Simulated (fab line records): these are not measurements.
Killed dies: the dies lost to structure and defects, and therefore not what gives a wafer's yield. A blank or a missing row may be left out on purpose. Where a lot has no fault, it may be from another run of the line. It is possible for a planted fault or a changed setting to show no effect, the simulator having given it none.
fab line records | flow n5Finfet
record: lots: 6 wafers: 16 lastDay: 18
route steps=1938 shown BEOL_M12@1637 PASSIVATION@1936
lots untouched by any fault: they come from a run of this same line in which no faults occurred
startH: start of the lot's first displayed wafer, in hours after the record's first day | waitH: hours elapsed since this lot's preceding step | " identical to the entry in the row above | L1.1+2: several wafers, shown together as one row | - no value present, or no start provided | * or withheld: withheld | < > ~ a bound
route shown NAME@n: NAME is a module with steps in the file, n the number in the route of the first one | usual: mean and standard deviation over wafers with no fault | same: alike in all rows | chamber/n: place in a boat | sites: the reading at each site | _std_site: their standard deviation | _edge_site: outer sites' mean less inner sites' | radiusMm: how far each site lies from the wafer's centre | mask NAME#n: copy n | behind: the most recent tool/chamber to have shaped the wafer | hold: what put the lot on hold/how long, in hours/how the hold closed | device: names the non-switching transistor (n, p or np) | end of line: the tests these same wafers got at the end of their route | for a step that has no rows: nothing shown but its recipe | killed: at the first sort, the dies lost to defects and structure; wafer yield is something else | map: shows each die of a wafer: x if killed, . if not, _ if none is there
set.NAME: the setting the step ran with; set.NAME@STEP: the setting that earlier step ran with | model.NAME: the simulator's own value behind a step, which no gauge read
certain route steps with their lots: each step a table, each wafer a row
services: a tool's chamber out of use, with start hour (startH, from the record's first day; less than 0 if before it), hours out, and reason
== steps ==
step: N5_BEOL_M12_ETCH_68
recipe: chemistry: N2/H2 target: SOC maskMaterial: SiARC sourceW: 3000 biasW: 350 tempC: 40 timeS: 285 ionEnergyEv: 200 pressureMtorr: 30 n2FlowSccm: 200 h2FlowSccm: 200
step: N5_BEOL_M12_STRIP_69
recipe: chemistry: N2/H2 tempC: 40 n2FlowSccm: 200 h2FlowSccm: 200 rfFrequencyHz: 6e+07
step: N5_BEOL_M12_TRENCH_ETCH_34
recipe: chemistry: C4F8/O2/Ar target: SiOC targetDepthA: 3189.5 maskMaterial: SOC pressureMtorr: 30 sourceW: 3000 biasW: 700 Ar_flow_sccm: 400 C4F8_flow_sccm: 15 O2_flow_sccm: 8 heInnerTorr: 15 heOuterTorr: 30 timeS: 125.5 ionEnergyEv: 250
step: N5_BEOL_M12_STRIP_70
recipe: chemistry: C4F8/O2/Ar resist: SiARC rfFrequencyHz: 6e+07
step: N5_BEOL_M12_OCD_MEAS_35
usual: trenchDepthNm: 319/4.3
columns lot.wafer tool chamber startH waitH trenchDepthNm
L292.1 ocd-01 - 251.34 0.0 314
L292.4 " - " " 316
L292.5 " - " " 313
L293.1 ocd-01 - 263.15 0.0 327
L293.2 " - " " 323
L293.5 " - " " 326
L299.1 ocd-01 - 296.38 0.0 319
L299.4 " - " " 331
L302.1 ocd-01 - 307.25 0.0 313
L302.5 " - " " 316
L311.2 ocd-02 - 369.43 0.0 319
L311.4 " - " " 311
L311.6 " - " " 315
L314.1 ocd-02 - 390.81 0.0 314
L314.4 " - " " 314
L314.6 " - " " 324
step: N5_BEOL_M12_STRIP_37
recipe: chemistry: N2/H2 powerW: 1000 tempC: 250 h2Frac: 0.65 overashFraction: 0.3 pressureMtorr: withheld n2FlowSccm: 1750 h2FlowSccm: 3250
usual: drypumpMotorCurrentA: 6.4/0.39 heaterPowerW: 337/32 oesProductAu: 0.790/0.011
columns lot.wafer tool chamber startH waitH drypumpMotorCurrentA heaterPowerW oesProductAu rfHoursCounterH
L292.1 plasmaAsher-01 1 251.38 0.0 6.8 301 0.821 72
L292.4 " 0 " " 6.0 367 0.806 -
L292.5 " 1 " " 6.8 305 0.789 -
L293.1 plasmaAsher-01 1 263.19 0.0 6.9 301 0.801 74
L293.2 " 0 " " 6.0 372 0.794 74
L293.5 " 1 " " 6.9 296 0.763 -
L299.1 plasmaAsher-02 0 296.42 0.0 6.5 366 0.795 126
L299.4 " 1 " " 5.9 322 0.811 -
L302.1 plasmaAsher-01 1 307.29 0.0 6.8 303 0.782 83
L302.5 " 0 " " 6.0 363 0.804 -
L311.2 plasmaAsher-01 1 369.47 0.0 6.8 304 0.799 97
L311.4 " 1 " " 6.8 304 0.788 -
L311.6 " 1 " " 6.8 297 0.794 -
L314.1 plasmaAsher-02 0 390.85 0.0 6.5 367 0.800 142
L314.4 " 1 " " 5.9 320 0.793 -
L314.6 " 0 " " 6.5 367 0.809 -
step: N5_BEOL_M12_ETCH_38
recipe: chemistry: CF4/N2 target: SiCN targetDepthA: 687 taperDeg: 2 timeS: 73.4 ionEnergyEv: 150 maskMaterial: SiO2 pressureMtorr: 40 sourceW: 430 biasW: 70 Ar_flow_sccm: 100 cf4FlowSccm: 60 n2FlowSccm: 60
usual: drypumpMotorCurrentA: 5.7/0.47 oesProductAu: 0.81/0.099 rfVppV: 382.0/2 showerheadPlenumPTorr: 2.19/0.07 throttleValvePct: 15.54/0.2
columns lot.wafer tool chamber startH waitH drypumpMotorCurrentA oesProductAu rfHoursCounterH rfVppV showerheadPlenumPTorr throttleValvePct
L292.1 rieDiel-02 1 253.74 - 5.8 0.80 105 384.9 2.31 15.66
L292.4 " 3 " " 5.4 0.93 16 383.2 2.25 15.28
L292.5 " 0 " " 5.9 0.92 - 381.1 2.16 15.38
L293.1 rieDiel-02 1 265.73 - 5.8 0.79 111 385.2 2.31 15.68
L293.2 " 0 " " 5.9 0.92 31 381.4 2.16 15.42
L293.5 " 3 " " 5.4 0.92 - 383.0 2.25 15.28
L299.1 rieDiel-02 2 297.21 - 6.7 0.94 20 382.6 2.25 15.37
L299.4 " 0 " " 5.9 0.90 40 381.6 2.15 15.40
L302.1 rieDiel-01 0 308.53 - 6.3 0.69 243 382.1 2.17 15.85
L302.5 " 2 " " 5.2 0.70 - 382.1 2.19 15.60
L311.2 rieDiel-01 1 372.80 - 5.2 0.72 209 378.9 2.10 15.92
L311.4 " 2 " " 5.1 0.68 246 381.4 2.18 15.65
L311.6 " 0 " " 6.3 0.95 - 381.1 2.17 15.37
L314.1 rieDiel-01 1 392.35 - 5.2 0.72 217 378.9 2.10 15.94
L314.4 " 3 " " 5.8 0.69 - 383.5 2.27 15.82
L314.6 " 0 " " 6.3 0.93 - 382.2 2.17 15.39
step: N5_BEOL_M12_PRECLEAN_39
recipe: chemistry: residueRemover timeS: 60 tempC: 40
step: N5_BEOL_M12_SRD_40
recipe: timeS: 30 tempC: 23 rinseLiquid: diw dry: n2Spin spinRpm: 1500 dryTimeS: 30
step: N5_BEOL_M12_DEGAS_41
recipe: ambient: vacuum tempC: 250 timeS: 60
usual: heaterPowerW: 332/32
columns lot.wafer tool chamber startH waitH heaterPowerW
L292.1 pvdSputter-01 - 254.04 0.1 290
L292.4 " - " " 349
L292.5 " - " " 285
L293.1 pvdSputter-02 - 265.96 0.1 314
L293.2 " - " " 382
L293.5 " - " " 317
L299.1 pvdSputter-02 - 298.23 0.8 381
L299.4 " - " " 310
L302.1 pvdSputter-02 - 309.20 0.5 322
L302.5 " - " " 391
L311.2 pvdSputter-03 - 372.99 0.0 337
L311.4 " - " " 308
L311.6 " - " " 308
L314.1 pvdSputter-01 - 393.72 1.2 322
L314.4 " - " " 283
L314.6 " - " " 277
step: N5_BEOL_M12_PRE_CLEAN_42
recipe: gas: H2/He timeS: 30 tempC: 250
usual: heaterPowerW: 332/33
columns lot.wafer tool chamber startH waitH heaterPowerW
L292.1 pvdSputter-01 - 254.08 0.0 284
L292.4 " - " " 356
L292.5 " - " " 282
L293.1 pvdSputter-02 - 266.00 0.0 310
L293.2 " - " " 394
L293.5 " - " " 305
L299.1 pvdSputter-02 - 298.27 0.0 388
L299.4 " - " " 313
L302.1 pvdSputter-02 - 309.24 0.0 308
L302.5 " - " " 379
L311.2 pvdSputter-03 - 373.03 0.0 339
L311.4 " - " " 303
L311.6 " - " " 310
L314.1 pvdSputter-01 - 393.76 0.0 315
L314.4 " - " " 289
L314.6 " - " " 288
step: N5_BEOL_M12_SPUTTER_43
recipe: material: TaN targetThkA: 150 tempC: 50 biasV: 168.6 powerW: 15000 chamberPressurePa: 0.12 timeS: 24.19
step: N5_BEOL_M12_SPUTTER_44
recipe: material: Ta targetThkA: 100 tempC: 50 biasV: 80 powerW: 15000 chamberPressurePa: 0.07 timeS: 16.13
usual: throttleValvePct: 30.5/1.1
columns lot.wafer tool chamber startH waitH throttleValvePct model.Ta_of_BEOL_M12_SPUTTER_44.thkNm
L292.1 pvdSputter-01 - 254.20 0.0 31.9 10
L292.4 " - " " 29.5 10
L292.5 " - " " 29.7 10
L293.1 pvdSputter-02 - 266.12 0.0 30.0 10.2
L293.2 " - " " 31.8 10
L293.5 " - " " 31.4 10
L299.1 pvdSputter-02 - 298.39 0.0 31.7 4.4
L299.4 " - " " 31.5 10
L302.1 pvdSputter-02 - 309.36 0.0 30.3 4.4
L302.5 " - " " 31.9 10
L311.2 pvdSputter-03 - 373.15 0.0 31.8 10
L311.4 " - " " 28.1 10
L311.6 " - " " 28.1 9.8
L314.1 pvdSputter-01 - 393.88 0.0 30.1 10
L314.4 " - " " 29.6 10
L314.6 " - " " 29.6 10
step: N5_BEOL_M12_SPUTTER_45
recipe: material: Cu targetThkA: 800 tempC: -20 biasV: 60 powerW: 26000 chamberPressurePa: 0.13 timeS: 13.33
step: N5_BEOL_M12_ECD_47
recipe: material: Cu targetThkA: 7200
step: N5_BEOL_M12_ANNEAL_48
recipe: tempC: 225 timeS: 90 ambient: N2
usual: annealTempCMax: 226.17/0.25 wafer_temp_C_max: 225.95/0.27
columns lot.wafer tool chamber startH waitH annealTempCMax wafer_temp_C_max
L292.1 rtpAnneal-02 0 254.54 0.1 226.22 225.52
L292.4 " 0 " " 226.49 225.84
L292.5 " 0 " " 226.22 225.59
L293.1 rtpAnneal-01 0 266.59 0.2 226.28 226.17
L293.2 " 0 " " 226.06 225.92
L293.5 " 0 " " 226.24 226.12
L299.1 rtpAnneal-01 0 298.73 0.1 225.96 226.23
L299.4 " 0 " " 225.81 226.30
L302.1 rtpAnneal-02 0 309.79 0.2 226.20 225.83
L302.5 " 0 " " 226.09 225.52
L311.2 rtpAnneal-01 0 373.54 0.1 225.87 226.37
L311.4 " 0 " " 226.21 226.55
L311.6 " 0 " " 226.36 226.81
L314.1 rtpAnneal-02 0 394.27 0.2 226.33 225.52
L314.4 " 0 " " 226.27 225.91
L314.6 " 0 " " 226.28 225.90
step: N5_BEOL_M12_CMP_49
recipe: stopOn: SiOC tOverpolishS: 20.6 downForcePsi: 1 platenRpm: 50 clearingPlatenDownForcePsi: 1.5 clearingPlatenRpm: 50 postCmpClean: cuAlkaline targetThkNm: 320 clearingPlatenPadVelocityMS: 0.99484 padVelocityMS: 0.99484
usual: barrierFieldEndpointS: 30.2/0.66 motorCurrentA: 5.8/0.82
columns lot.wafer tool chamber startH waitH barrierFieldEndpointS motorCurrentA
L292.4 cmp-04 1 254.87 0.2 31.0 6.8
L292.1 " 2 " " 30.7 5.1
L292.5 " 0 " " 30.9 4.6
L293.2 cmp-01 2 266.89 0.2 30.0 5.0
L293.1 " 1 " " 30.7 6.5
L293.5 " 2 " " 30.1 5.0
L299.4 cmp-04 1 299.12 0.2 30.2 6.9
L299.1 " 2 " " 22.6 5.0
L302.1 cmp-04 3 310.17 0.3 23.1 4.7
L302.5 " 1 " " 29.5 6.6
L311.2 cmp-01 2 373.87 0.3 30.1 5.1
L311.4 " 3 " " 29.3 5.5
L311.6 " 1 " " 29.0 6.3
L314.4 cmp-01 0 394.57 0.1 30.1 5.5
L314.1 " 1 " " 29.3 6.4
L314.6 " 1 " " 29.7 6.3
step: N5_BEOL_M12_THK_MEAS_50
recipe: thkMeasGauge: xrf reads: Cu_of_BEOL_M12_ECD_47
usual: M12_THK: 322/4.9
columns lot.wafer tool chamber startH waitH M12_THK[nm]
L292.1 filmMetro-02 - 255.13 - 315
L292.4 " - " " 318
L292.5 " - " " 315
L293.1 filmMetro-01 - 267.18 - 326
L293.2 " - " " 328
L293.5 " - " " 327
L299.1 filmMetro-01 - 299.33 - 330
L299.4 " - " " 338
L302.1 filmMetro-01 - 310.40 - 323
L302.5 " - " " 322
L311.2 filmMetro-01 - 374.09 - 321
L311.4 " - " " 313
L311.6 " - " " 317
L314.1 filmMetro-02 - 394.86 - 317
L314.4 " - " " 320
L314.6 " - " " 328
step: N5_PASSIVATION_PROBE_49
usual: defectLimitedYield: 91.6/1.4 killed_at_M0_to_M3: 33/9.7 killed_at_M4_up: 13/5.4 killedAtContacts: 13/6.6 killedAtFrontEnd: 36/11 killedAtOther: 3.9/3 killedDies: 99/16 killedOnRim: 13/3.8 killedOpen: 66/12 killedShort: 32/7.9 sort_bin_5_function: 4.9/0.9 sort_bin_6_memory: 3.2/0.67 sortNPass: 1081/16 sortYieldPct: 91.6/1.4
same: grossDies: 1180 killedAtBackSide: 0 sort_bin_4_leakage[%]: 0 sort_bin_8_speed[%]: 0
columns lot.wafer tool chamber startH waitH defectLimitedYield[%] killed_at_M0_to_M3 killed_at_M4_up killedAtContacts killedAtFrontEnd killedAtOther killedDies killedOnRim killedOpen killedShort sort_bin_5_function[%] sort_bin_6_memory[%] sortNPass sortYieldPct[%]
L292.1 prober-02 - 292.64 0.0 91.9 47 17 2 27 3 96 10 67 29 5.2 2.7 1084 91.9
L292.4 prober-02 - 292.79 0.2 91.9 35 15 6 39 0 95 12 57 38 4.9 2.8 1085 91.9
L292.5 prober-02 - 292.84 0.2 92.7 30 21 3 31 1 86 8 60 25 4.6 2.6 1094 92.7
L299.1 prober-01 - 333.45 0.0 89.4 38 19 13 52 3 125 18 85 39 5.8 4.6 1055 89.4
L299.4 prober-01 - 333.60 0.2 89.6 29 20 24 47 3 123 15 89 34 6.6 3.6 1057 89.6
L302.1 prober-01 - 340.55 0.0 89.1 43 17 14 49 6 129 16 89 40 6.9 3.3 1051 89.1
L311.2 prober-01 - 406.66 0.1 92.1 36 6 16 33 2 93 13 59 33 4.2 3.4 1087 92.1
L311.4 prober-01 - 406.76 0.2 93.9 25 10 8 28 1 72 5 44 28 3.7 1.9 1108 93.9
L311.6 prober-01 - 406.86 0.3 92.5 35 6 11 32 5 89 9 60 27 4.7 2.6 1091 92.5
killed by level:class
L292.1 BEOL_M0_SAQP:geometricParticle:open=14 BEOL_M0_SAQP:geometricParticle:short=11 BEOL_M4:geometricParticle:open=9 BEOL_M1:geometricParticle:open=7 BEOL_M2:geometricParticle:open=7 DUMMY_GATE:geometricParticle:open=6 FIN_SAQP:geometricParticle:short=5 STI_FIN_REVEAL:geometricParticle:open=4
L292.4 DUMMY_GATE:geometricParticle:open=10 BEOL_M0_SAQP:geometricParticle:short=10 BEOL_M0_SAQP:geometricParticle:open=8 FIN_SAQP:geometricParticle:short=7 BEOL_M1:geometricParticle:open=6 FIN_SAQP:geometricParticle:open=5 MOL_CONTACT_COAG:geometricParticle:open=4 BEOL_M3:geometricParticle:open=4
L292.5 BEOL_M4:geometricParticle:open=10 BEOL_M0:geometricParticle:open=7 FIN_SAQP:geometricParticle:open=6 BEOL_M2:geometricParticle:open=6 BEOL_M6:geometricParticle:open=5 BEOL_M0_SAQP:geometricParticle:short=4 BEOL_M1:geometricParticle:open=4 STARTING-WAFER:geometricParticle:short=4
L299.1 FIN_SAQP:geometricParticle:open=15 FIN_SAQP:geometricParticle:short=12 BEOL_M2:geometricParticle:open=12 BEOL_M1:geometricParticle:open=10 MOL_CONTACT_COAG:geometricParticle:open=8 DUMMY_GATE:geometricParticle:open=7 BEOL_M4:geometricParticle:open=7 GATE_CUT:geometricParticle:short=5
L299.4 MOL_CONTACT_COAG:geometricParticle:open=21 FIN_SAQP:geometricParticle:short=9 FIN_SAQP:geometricParticle:open=9 BEOL_M0_SAQP:geometricParticle:open=8 BEOL_M4:geometricParticle:open=8 BEOL_M2:geometricParticle:open=7 STI_FIN_REVEAL:geometricParticle:open=6 DUMMY_GATE:geometricParticle:open=5
L302.1 FIN_SAQP:geometricParticle:open=16 MOL_CONTACT_COAG:geometricParticle:open=12 FIN_SAQP:geometricParticle:short=11 BEOL_M4:geometricParticle:open=10 BEOL_M1:geometricParticle:open=9 BEOL_M2:geometricParticle:open=9 BEOL_M0_SAQP:geometricParticle:short=8 DUMMY_GATE:geometricParticle:open=6
L311.2 MOL_CONTACT_COAG:geometricParticle:open=11 BEOL_M0_SAQP:geometricParticle:open=9 BEOL_M0_SAQP:geometricParticle:short=7 BEOL_M2:geometricParticle:short=6 FIN_SAQP:geometricParticle:open=5 STI_FIN_REVEAL:geometricParticle:open=5 MOL_CONTACT_COAG:geometricParticle:short=5 BEOL_M3:geometricParticle:open=5
L311.4 MOL_CONTACT_COAG:geometricParticle:open=8 GATE_CUT:geometricParticle:short=5 BEOL_M2:geometricParticle:short=5 DUMMY_GATE:geometricParticle:open=4 BEOL_M0_SAQP:geometricParticle:open=4 BEOL_M0_SAQP:geometricParticle:short=4 BEOL_M3:geometricParticle:open=4 FIN_SAQP:geometricParticle:short=3
L311.6 DUMMY_GATE:geometricParticle:open=9 BEOL_M2:geometricParticle:open=9 MOL_CONTACT_COAG:geometricParticle:open=8 BEOL_M3:geometricParticle:short=6 STARTING-WAFER:geometricParticle:open=6 BEOL_M0_SAQP:geometricParticle:short=5 FIN_SAQP:geometricParticle:open=4 STI_FIN_REVEAL:geometricParticle:open=4
== services ==
columns tool chamber startH hours kind
rieDiel-02 1 237.00 5.9 repair
rtpAnneal-02 - 259.79 3.4 pm
cmp-01 - 276.89 4.0 pm
cmp-01 - 280.89 - consumableReplace:conditioner
cmp-01 - 280.89 - consumableReplace:pad
cmp-04 - 285.55 4.9 pm
rieDiel-01 3 303.84 3.5 repair
cmp-04 - 305.26 1.2 repair
cmp-01 - 312.41 0.7 repair
plasmaAsher-02 - 321.81 11.7 repair
plasmaAsher-01 - 323.24 1.1 repair
cmp-04 - 326.79 4.0 pm
rieDiel-01 0 328.81 - clean
rieDiel-01 0 328.81 - consumableReplace:focusRing
rieDiel-01 0 328.81 18.1 scheduledDown
rieDiel-01 0 328.81 18.1 ventCycle
cmp-04 - 331.17 0.8 repair
cmp-04 - 333.93 10.0 repair
cmp-01 - 354.70 3.7 pm
pvdSputter-01 - 365.49 7.0 repair
pvdSputter-02 - 366.55 13.9 repair
cmp-04 - 367.98 9.6 repair
plasmaAsher-02 - 372.11 5.7 repair
rieDiel-02 0 387.93 20.3 repair
== key ==
firstSign: step: N5_BEOL_M12_CMP_49 reading: barrierFieldEndpointS direction: down sigmas: 11 usual: 30.2 struck: 22.8
effect none on later readings
modelEffect: step: N5_BEOL_M12_SPUTTER_44 value: Ta_of_BEOL_M12_SPUTTER_44.thkNm without: 10 struck: 4.4
metAt N5_BEOL_M12_SPUTTER_44
struckWafers L299.1,L302.1
onsetBetween 266.12 298.39
fault: kind: processParameterDrift tool: pvdSputter-02 chamber: - onsetH: 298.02 steps: N5_BEOL_M12_SPUTTER_44 channel: timeS offset: * shape: step endH: 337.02 scope: struckWafersOnly actsIn: * stated: *
